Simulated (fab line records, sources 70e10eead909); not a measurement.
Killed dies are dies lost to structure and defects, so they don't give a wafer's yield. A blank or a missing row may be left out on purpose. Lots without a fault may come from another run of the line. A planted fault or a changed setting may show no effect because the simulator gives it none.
A struck lot beside a sound one | flow nand_harc | 14 steps out of a route of 1159
Sound: wafers L492.1, L492.2, L492.4. Struck: wafers L499.1, L499.2, L499.3. The cause comes at the end.
At each step with rows: each side's tool, then ch and its chambers, then its first start. Under that, the readings that differ: sound wafers | struck wafers | difference of the means | sigmas: that difference in standard deviations of wafers without a fault.
alike: readings whose means differ by less than 2 such deviations, and words and numbers that are the same on both sides. not compared: withheld readings, readings that some wafer has no value for, bounds like >300 that may hide the same value, and numbers for which the record gives no deviation and whose values overlap.
The two part at a step that has a row with sigmas, a row that says differs or no value, or rows on one side only. Numbers that don't overlap but have no deviation are shown without sigmas and don't part them. A reading that every wafer of one side lacks parts them only if that side has two wafers or more.

first, 2 steps without rows for these wafers: NHARC_A_ONON_D1_ANNEAL_15 (time 3600 s); NHARC_A_ONON_D1_DEP_16 (target thk 1000 nm).
NHARC_A_ONON_D1_THK_MEAS_18: measures by ellipsometry.
  sound on film_metro-02, day 8 18:43; struck on film_metro-02, day 10 09:02
  reading     | sound          | struck      | difference | sigmas
  thk_nm (nm) | 1019 1018 1017 | 999 997 999 | -20        | -2
then, 1 step without rows for these wafers: NHARC_A_ONON_D1_DEP_19 (target thk 1000 nm).
NHARC_A_ONON_D1_THK_MEAS_21: measures by ellipsometry.
  sound on film_metro-01, day 8 19:17; struck on film_metro-02, day 10 09:35
  alike: thk_nm
then, 1 step without rows for these wafers: NHARC_A_ONON_D1_DEP_22 (target thk 1000 nm).
NHARC_A_ONON_D1_THK_MEAS_24: measures by ellipsometry.
  sound on film_metro-02, day 8 19:51; struck on film_metro-01, day 10 10:09
  alike: thk_nm
then, 1 step without rows for these wafers: NHARC_A_ONON_D1_DEP_25 (target thk 1000 nm).
NHARC_A_ONON_D1_THK_MEAS_27: measures by ellipsometry.
  sound on film_metro-01, day 8 20:25; struck on film_metro-02, day 10 10:44
  reading     | sound          | struck      | difference | sigmas
  thk_nm (nm) | 1017 1017 1017 | 984 984 984 | -33        | -3
then, 1 step without rows for these wafers: NHARC_A_ONON_D1_DEP_28 (target thk 1000 nm).
NHARC_A_ONON_D1_THK_MEAS_30: measures by ellipsometry.
  sound on film_metro-01, day 8 20:59; struck on film_metro-02, day 10 11:18
  alike: thk_nm
NHARC_A_ONON_D1_DEP_33: deposits SiO2, target thk 200 nm.
  sound on pecvd-02 ch 0,1, day 8 21:02; struck on pecvd-01 ch 0,1,2, day 10 11:22
  reading                   | sound             | struck            | difference | sigmas
  mfc_precursor_sccm (sccm) | 161.7 161.6 161.0 | 235.0 234.7 234.9 | +73.4      | +99 or more
  throttle_valve_pct (%)    | 15.2 15.8 15.7    | 17.4 17.5 16.4    | +1.5       | +4
  alike: heater_power_w
NHARC_A_ONON_D1_THK_MEAS_34: measures by ellipsometry.
  sound on film_metro-02, day 8 21:27; struck on film_metro-02, day 10 11:57
  reading     | sound             | struck            | difference | sigmas
  thk_nm (nm) | 197.3 202.1 199.7 | 286.3 287.0 291.4 | +88.5      | +33
  not compared: hold
then, 1 step without rows for these wafers: NHARC_END_SORT_01.

WHERE THEY PART
First at NHARC_A_ONON_D1_THK_MEAS_18; last, within this record, at NHARC_A_ONON_D1_THK_MEAS_34.

WHY: what the simulator had put in
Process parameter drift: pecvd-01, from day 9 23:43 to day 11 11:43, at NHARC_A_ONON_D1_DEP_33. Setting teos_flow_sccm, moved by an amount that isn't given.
